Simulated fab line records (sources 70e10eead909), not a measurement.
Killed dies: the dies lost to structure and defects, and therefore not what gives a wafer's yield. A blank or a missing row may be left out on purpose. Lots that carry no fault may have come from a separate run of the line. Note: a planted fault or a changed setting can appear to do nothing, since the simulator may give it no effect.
Shared-tool check    flow nand_harc    12 lots and 36 wafers in the sample

## WHAT PROMPTED THE OPENING
At NHARC_END_SORT_01 the reading killed_at_array is flagged on 2 of 12 lots. Wafers without a fault read 62, standard deviation 16.
Rule: a lot is flagged when every wafer of it that has a number lies more than 4 standard deviations from that mean, or none has a number. All remaining lots are regarded as sound.

lot   measured      on         killed_at_array, wafer by wafer  flag
L165  day 24 08:47  prober-02  58 49 52                         
L166  day 25 06:48  prober-01  71 60 64                         
L168  day 25 06:49  prober-02  87 90 68                         
L170  day 26 01:53  prober-02  32 32 35                         
L171  day 27 08:02  prober-01  57 62 63                         
L175  day 28 02:01  prober-02  59 51 69                         
L180  day 30 02:01  prober-02  672 674 674                      FLAGGED
L179  day 30 02:50  prober-01  675 673 671                      FLAGGED
L186  day 32 04:21  prober-02  62 65 63                         
L185  day 33 05:26  prober-02  67 88 87                         
L187  day 34 09:10  prober-02  66 57 57                         
L188  day 34 14:34  prober-01  58 63 45                         
On average the flagged lots' numbers are 673, which is +611 against the usual, or +38 standard deviations.

## LOT BY LOT: THE TOOL USED
The record holds 4 process steps before the reading, out of a route of 1302 steps. Every cell lists first the tool, next ch and the chambers used by the sampled wafers, and last the start.
lot   flag     NHARC_A_STAIRCASE_ETCH_190                     NHARC_A_STAIRCASE_ETCH_197                     NHARC_A_STAIRCASE_ETCH_199          NHARC_A_STAIRCASE_STRIP_205
L165           rie_diel-11 ch 1,2,3, day 15 16:18 or earlier  rie_diel-11 ch 1,3, day 15 16:18 or earlier    rie_diel-11 ch 0,1, day 15 16:18    plasma_asher-02 ch 0,1, day 15 16:59
L166           rie_diel-02 ch 0,1,3, day 16 15:13 or earlier  rie_diel-02 ch 1,2,3, day 16 15:13 or earlier  rie_diel-02 ch 1,2,3, day 16 15:13  plasma_asher-01 ch 0,1, day 16 16:20
L168           rie_diel-04 ch 0,1,2, day 16 16:11 or earlier  rie_diel-11 ch 1,2, day 16 16:11 or earlier    rie_diel-11 ch 0,1,2, day 16 16:11  plasma_asher-01 ch 0,1, day 16 16:49
L170           rie_diel-04 ch 0,2,3, day 17 19:21 or earlier  rie_diel-02 ch 0,2,3, day 17 19:21 or earlier  rie_diel-02 ch 0,1, day 17 19:21    plasma_asher-01 ch 0,1, day 17 20:04
L171           rie_diel-04 ch 0,1,2, day 18 12:54 or earlier  rie_diel-04 ch 1,2,3, day 18 12:54 or earlier  rie_diel-04 ch 0,1,2, day 18 12:54  plasma_asher-02 ch 0,1, day 18 13:34
L175           rie_diel-02 ch 0,1,3, day 20 01:31 or earlier  rie_diel-02 ch 0,1,3, day 20 01:31 or earlier  rie_diel-02 ch 1,2,3, day 20 01:31  plasma_asher-01 ch 0,1, day 20 02:08
L180  FLAGGED  rie_diel-02 ch 1,2,3, day 21 23:15 or earlier  rie_diel-04 ch 1,2,3, day 21 23:15 or earlier  rie_diel-04 ch 0,1,3, day 21 23:15  plasma_asher-01 ch 0,1, day 21 23:56
L179  FLAGGED  rie_diel-02 ch 1,3, day 21 22:18 or earlier    rie_diel-11 ch 0,1, day 21 22:18 or earlier    rie_diel-11 ch 0,1,3, day 21 22:18  plasma_asher-02 ch 0,1, day 21 23:04
L186           rie_diel-04 ch 0,2,3, day 24 05:41 or earlier  rie_diel-02 ch 1,2,3, day 24 05:41 or earlier  rie_diel-02 ch 0,1,2, day 24 05:41  plasma_asher-02 ch 0,1, day 24 06:19
L185           rie_diel-04 ch 0,1, day 25 02:22 or earlier    rie_diel-04 ch 0,1,3, day 25 02:22 or earlier  rie_diel-04 ch 2,3, day 25 02:22    plasma_asher-01 ch 0,1, day 25 03:02
L187           rie_diel-02 ch 0,1, day 25 16:34 or earlier    rie_diel-04 ch 0,1,2, day 25 16:34 or earlier  rie_diel-04 ch 0,3, day 25 16:34    plasma_asher-02 ch 0,1, day 25 17:18
L188           rie_diel-02 ch 0,1,3, day 25 20:33 or earlier  rie_diel-02 ch 0,2, day 25 20:33 or earlier    rie_diel-02 ch 2,3, day 25 20:33    plasma_asher-01 ch 0,1, day 25 21:14
What is done by these steps:
- NHARC_A_STAIRCASE_ETCH_190: etches the open film in C4F8/O2, target depth 100 nm, time 40.5 s.
- NHARC_A_STAIRCASE_ETCH_197: etches the open film in C4F8/O2, target depth 100 nm, time 40.5 s.
- NHARC_A_STAIRCASE_ETCH_199: etches the open film in C4F8/O2, target depth 100 nm, time 40.5 s.
- NHARC_A_STAIRCASE_STRIP_205: strips in O2.
- NHARC_END_SORT_01

## FLAGGED AGAINST TOTAL, ONE TOOL AT A TIME (gauges that did the reading follow at the end)
step                         tool             lots run  flagged  share of the flagged lots  sound lots run after its first flagged lot
NHARC_A_STAIRCASE_ETCH_190   rie_diel-02      6         2        all                        2 (L187,L188)
NHARC_A_STAIRCASE_ETCH_190   rie_diel-04      5         0        none                       -
NHARC_A_STAIRCASE_ETCH_190   rie_diel-11      1         0        none                       -
NHARC_A_STAIRCASE_ETCH_197   rie_diel-02      5         0        none                       -
NHARC_A_STAIRCASE_ETCH_197   rie_diel-04      4         1        some                       2 (L185,L187)
NHARC_A_STAIRCASE_ETCH_197   rie_diel-11      3         1        some                       0
NHARC_A_STAIRCASE_ETCH_199   rie_diel-02      5         0        none                       -
NHARC_A_STAIRCASE_ETCH_199   rie_diel-04      4         1        some                       2 (L185,L187)
NHARC_A_STAIRCASE_ETCH_199   rie_diel-11      3         1        some                       0
NHARC_A_STAIRCASE_STRIP_205  plasma_asher-01  7         1        some                       2 (L185,L188)
NHARC_A_STAIRCASE_STRIP_205  plasma_asher-02  5         1        some                       2 (L186,L187)
NHARC_END_SORT_01            prober-01        4         1        some                       1 (L188)
NHARC_END_SORT_01            prober-02        8         1        some                       3 (L186,L185,L187)
NHARC_A_STAIRCASE_ETCH_190: start missing for some lots; hours and lot order therefore follow NHARC_A_STAIRCASE_ETCH_199. NHARC_A_STAIRCASE_ETCH_197: start missing for some lots; hours and lot order therefore follow NHARC_A_STAIRCASE_ETCH_199.

## WHAT THE TABLE ALLOWS
Rows of the table that ran each flagged lot: 1, that is rie_diel-02 at NHARC_A_STAIRCASE_ETCH_190.
- rie_diel-02 at NHARC_A_STAIRCASE_ETCH_190 ran 6 lots, 2 of them flagged. Sound lots ran on it after the first flagged one (L187, L188), which a lasting fault on the whole tool wouldn't allow.
No row of the table ran every flagged lot and no sound lot after the first.

## WHAT HAD BEEN PUT IN BY THE SIMULATOR
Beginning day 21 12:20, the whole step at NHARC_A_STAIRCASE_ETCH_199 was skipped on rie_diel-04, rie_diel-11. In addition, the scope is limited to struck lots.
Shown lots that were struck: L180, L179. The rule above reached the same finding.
